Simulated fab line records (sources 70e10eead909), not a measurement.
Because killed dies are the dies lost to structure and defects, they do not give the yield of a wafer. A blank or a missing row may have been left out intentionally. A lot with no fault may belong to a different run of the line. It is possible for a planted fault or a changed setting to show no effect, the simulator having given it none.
Which tool is to blame? | flow nand harc | 8 lots with 24 wafers sampled at 5 steps, on a route of 1302 steps

## WHAT THE GAUGES READ, wafer by wafer
NHARC_THIN_TSV_CD_MEAS_12: the cd target is 1000 nm.
lot  | measured     | on        | cd nm (nm)
L986 | day 24 11:25 | cd sem-03 | 1000.3 998.0 1000.3
L987 | day 24 10:20 | cd sem-03 | 1001.2 1002.6 998.9
L988 | day 24 12:39 | cd sem-01 | 999.1 999.0 998.1
L992 | day 27 01:31 | cd sem-01 | 997.9 997.8 998.6
L997 | day 28 07:13 | cd sem-01 | 1001.4 1000.6 1003.4
L101 | day 30 05:24 | cd sem-02 | 999.4 999.8 996.6
L102 | day 30 07:50 | cd sem-01 | 995.5 997.4 995.2
L107 | day 32 13:43 | cd sem-01 | 998.4 999.8 998.7

NHARC_END_WLT_00.
lot  | measured     | on        | VT_DECK1_BOTTOM   | VT_DECK1_BOTTOM_INNER | VT_DECK1_MEDIAN_NEAR_BOTTOM | VT_DECK1_MEDIAN_NEAR_BOTTOM_INNER | VT_DECK1_MIDDLE   | VT_DECK1_MIDDLE_INNER | VT_DECK1_TOP      | VT_DECK1_TOP_INNER | VT_DECK2_BOTTOM   | VT_DECK2_BOTTOM_INNER | VT_DECK2_MEDIAN_NEAR_BOTTOM | VT_DECK2_MEDIAN_NEAR_BOTTOM_INNER | VT_DECK2_MIDDLE   | VT_DECK2_MIDDLE_INNER | VT_DECK2_TOP      | VT_DECK2_TOP_INNER
L986 | day 25 00:40 | prober-01 | 0.866 0.872 0.866 | 0.879 0.870 0.883     | 0.868 0.869 0.882           | 0.870 0.873 0.876                 | 0.880 0.873 0.877 | 0.882 0.887 0.881     | 0.881 0.885 0.885 | 0.897 0.888 0.893  | 0.867 0.863 0.862 | 0.863 0.862 0.858     | 0.867 0.867 0.865           | 0.862 0.861 0.862                 | 0.886 0.870 0.871 | 0.882 0.876 0.869     | 0.891 0.889 0.896 | 0.884 0.888 0.888
L987 | day 25 01:11 | prober-02 | 0.878 0.881 0.880 | 0.877 0.884 0.884     | 0.873 0.883 0.881           | 0.883 0.885 0.883                 | 0.895 0.895 0.893 | 0.895 0.895 0.889     | 0.900 0.903 0.896 | 0.900 0.902 0.900  | 0.872 0.872 0.863 | 0.873 0.863 0.867     | 0.861 0.866 0.868           | 0.867 0.864 0.870                 | 0.874 0.868 0.885 | 0.883 0.875 0.881     | 0.887 0.883 0.895 | 0.884 0.888 0.891
L988 | day 25 09:28 | prober-01 | 0.862 0.867 0.860 | 0.867 0.868 0.865     | 0.859 0.861 0.863           | 0.864 0.863 0.867                 | 0.876 0.876 0.879 | 0.879 0.878 0.879     | 0.880 0.885 0.885 | 0.890 0.897 0.893  | 0.862 0.873 0.879 | 0.867 0.868 0.874     | 0.864 0.871 0.875           | 0.868 0.868 0.872                 | 0.887 0.883 0.889 | 0.888 0.888 0.891     | 0.886 0.891 0.898 | 0.898 0.890 0.896
L992 | day 27 14:17 | prober-02 | 0.907 0.895 0.901 | 0.909 0.902 0.910     | 0.909 0.903 0.902           | 0.898 0.906 0.907                 | 0.920 0.926 0.918 | 0.925 0.915 0.914     | 0.919 0.933 0.915 | 0.923 0.927 0.922  | 0.898 0.888 0.896 | 0.894 0.895 0.888     | 0.892 0.890 0.891           | 0.896 0.886 0.890                 | 0.913 0.904 0.911 | 0.906 0.907 0.907     | 0.919 0.917 0.916 | 0.921 0.917 0.918
L997 | day 28 19:02 | prober-01 | 0.899 0.901 0.891 | 0.906 0.903 0.893     | 0.896 0.890 0.892           | 0.901 0.898 0.892                 | 0.904 0.907 0.904 | 0.921 0.911 0.904     | 0.916 0.919 0.914 | 0.932 0.914 0.917  | 0.896 0.890 0.885 | 0.896 0.890 0.886     | 0.897 0.893 0.888           | 0.899 0.893 0.877                 | 0.908 0.910 0.910 | 0.913 0.899 0.896     | 0.925 0.918 0.919 | 0.922 0.910 0.914
L101 | day 30 17:41 | prober-02 | 0.869 0.868 0.859 | 0.871 0.873 0.862     | 0.865 0.869 0.857           | 0.876 0.872 0.869                 | 0.881 0.882 0.875 | 0.889 0.877 0.881     | 0.890 0.893 0.889 | 0.890 0.892 0.898  | 0.871 0.864 0.876 | 0.864 0.864 0.873     | 0.870 0.861 0.868           | 0.865 0.868 0.870                 | 0.883 0.877 0.884 | 0.883 0.889 0.881     | 0.896 0.891 0.904 | 0.890 0.893 0.893
L102 | day 30 17:40 | prober-01 | 0.861 0.866 0.863 | 0.861 0.857 0.863     | 0.858 0.861 0.865           | 0.863 0.869 0.862                 | 0.875 0.885 0.873 | 0.880 0.882 0.871     | 0.889 0.895 0.884 | 0.888 0.887 0.886  | 0.871 0.872 0.876 | 0.873 0.872 0.881     | 0.874 0.880 0.874           | 0.874 0.876 0.881                 | 0.888 0.887 0.893 | 0.898 0.893 0.894     | 0.903 0.893 0.912 | 0.901 0.903 0.901
L107 | day 33 03:10 | prober-02 | 0.873 0.866 0.878 | 0.884 0.874 0.879     | 0.866 0.879 0.871           | 0.880 0.877 0.880                 | 0.891 0.895 0.891 | 0.887 0.888 0.886     | 0.902 0.896 0.899 | 0.903 0.898 0.899  | 0.874 0.881 0.877 | 0.872 0.882 0.867     | 0.877 0.879 0.878           | 0.877 0.881 0.878                 | 0.884 0.888 0.885 | 0.887 0.885 0.891     | 0.893 0.890 0.892 | 0.892 0.899 0.897

## WHAT TOOL EACH LOT RAN ON (gives the tool, then ch and the chambers of the sampled wafers, and finally the start)
lot  | NHARC_P_GATE_PRECLEAN_70            | NHARC_A_BONDPAD_DEGAS_25     | NHARC_HYBRID_BOND_ACTIVATE_00
L986 | wet bench-09 ch 1,4,6, day 3 23:35  | pvd sputter-02, day 23 20:22 | rie diel-05 ch 0,2, day 23 22:02
L987 | wet bench-09 ch 3,6,7, day 4 12:38  | pvd sputter-03, day 23 21:10 | rie diel-05 ch 2,3, day 23 22:51
L988 | wet bench-07 ch 1,5,6, day 5 00:31  | pvd sputter-02, day 23 23:06 | rie diel-05 ch 0,2,3, day 24 00:48
L992 | wet bench-07 ch 0,4,5, day 6 19:12  | pvd sputter-02, day 26 08:46 | rie diel-05 ch 0,2,3, day 26 10:29
L997 | wet bench-07 ch 1,2,7, day 8 16:21  | pvd sputter-03, day 27 16:43 | rie diel-05 ch 1,3, day 27 18:25
L101 | wet bench-04 ch 2,3,5, day 10 03:02 | pvd sputter-03, day 29 12:11 | rie diel-08 ch 0,1,2, day 29 13:53
L102 | wet bench-09 ch 0,6,7, day 10 14:02 | pvd sputter-01, day 29 15:43 | rie diel-05 ch 0,1, day 29 17:26
L107 | wet bench-04 ch 2,4,5, day 12 17:28 | pvd sputter-02, day 31 18:18 | rie diel-05 ch 0,3, day 31 20:01
- NHARC_P_GATE_PRECLEAN_70: cleans in SC1.
- NHARC_A_BONDPAD_DEGAS_25: time 60 s.
- NHARC_HYBRID_BOND_ACTIVATE_00: chemistry N2, time 60 s.

## AS READ BY THE TOOLS THEMSELVES (means over the sampled wafers that have a number; for cases with no such wafer, the mark the record gives instead)
NHARC_P_GATE_PRECLEAN_70.
lot  | tool         | bath guard temp C (C)
L986 | wet bench-09 | 49.7
L987 | wet bench-09 | 49.6
L988 | wet bench-07 | 49.6
L992 | wet bench-07 | 50.0
L997 | wet bench-07 | 50.0
L101 | wet bench-04 | 50.3
L102 | wet bench-09 | 49.7
L107 | wet bench-04 | 50.3

NHARC_A_BONDPAD_DEGAS_25.
lot  | tool           | heater power w (W)
L986 | pvd sputter-02 | 418
L987 | pvd sputter-03 | 437
L988 | pvd sputter-02 | 431
L992 | pvd sputter-02 | 459
L997 | pvd sputter-03 | 513
L101 | pvd sputter-03 | 506
L102 | pvd sputter-01 | 437
L107 | pvd sputter-02 | 454

NHARC_HYBRID_BOND_ACTIVATE_00.
lot  | tool        | drypump motor current A (A) | n2 flow sccm (sccm) | oes product au (a.u.) | rf vpp V (V) | showerhead plenum p Torr (Torr)
L986 | rie diel-05 | 5.6                         | 200.1               | 1.010                 | 63.7         | 1.83
L987 | rie diel-05 | 6.1                         | 199.9               | 0.996                 | 64.4         | 1.70
L988 | rie diel-05 | 5.8                         | 200.9               | 1.003                 | 63.8         | 1.76
L992 | rie diel-05 | 5.8                         | 200.3               | 0.994                 | 63.6         | 1.76
L997 | rie diel-05 | 6.3                         | 200.3               | 0.999                 | 63.7         | 1.68
L101 | rie diel-08 | 5.3                         | 200.5               | 1.010                 | 64.2         | 1.72
L102 | rie diel-05 | 6.0                         | 200.3               | 0.988                 | 64.5         | 1.78
L107 | rie diel-05 | 5.6                         | 200.4               | 0.990                 | 65.0         | 1.75

## THE ANSWER, worked out from the rows above alone
Rule: the usual values come from the lots themselves. The widest of any qualifying gaps counts: lots, ordered by their means at a reading, are off when they make up no more than a third of the lots, leave a main group of 4 or more, and stand apart from it by 3 or more times the standard deviation of that group's means. A main group is skipped when, at the precision printed for the reading in the tables above, its means are all equal. Also off: a lot with no number at a reading for which 4 or more lots have one. All remaining lots with rows at the step are treated as sound. After the gauges, taken in route order, come the tools' own readings; for these a lot's mean is taken, as printed above. At the first step where some lot is off, the reading lying furthest off is the one used; lots without a number count as furthest.
Off: at NHARC_END_WLT_00 (VT_DECK1_TOP_INNER), L992, L997. The main group: mean 0.895, standard deviation 0.0047.
A tool fits if, at a process step before that reading, it ran every lot that is off, and no sound lot after the first of them. Those tools and the gauges at NHARC_END_WLT_00 are tried in the same way. One fits: wet bench-07 at NHARC_P_GATE_PRECLEAN_70. A fault onset in the window from L988 (day 5 00:31, its last sound lot) to L992 (day 6 19:12, its first lot off) fits.

## WHAT THE SIMULATOR HAD INSERTED
Metallic contamination source: wet bench-07, from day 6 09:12 on, at NHARC_P_GATE_PRECLEAN_70. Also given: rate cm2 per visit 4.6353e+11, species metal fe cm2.
Struck lots among those shown: L992, L997. Same finding as the rule above.
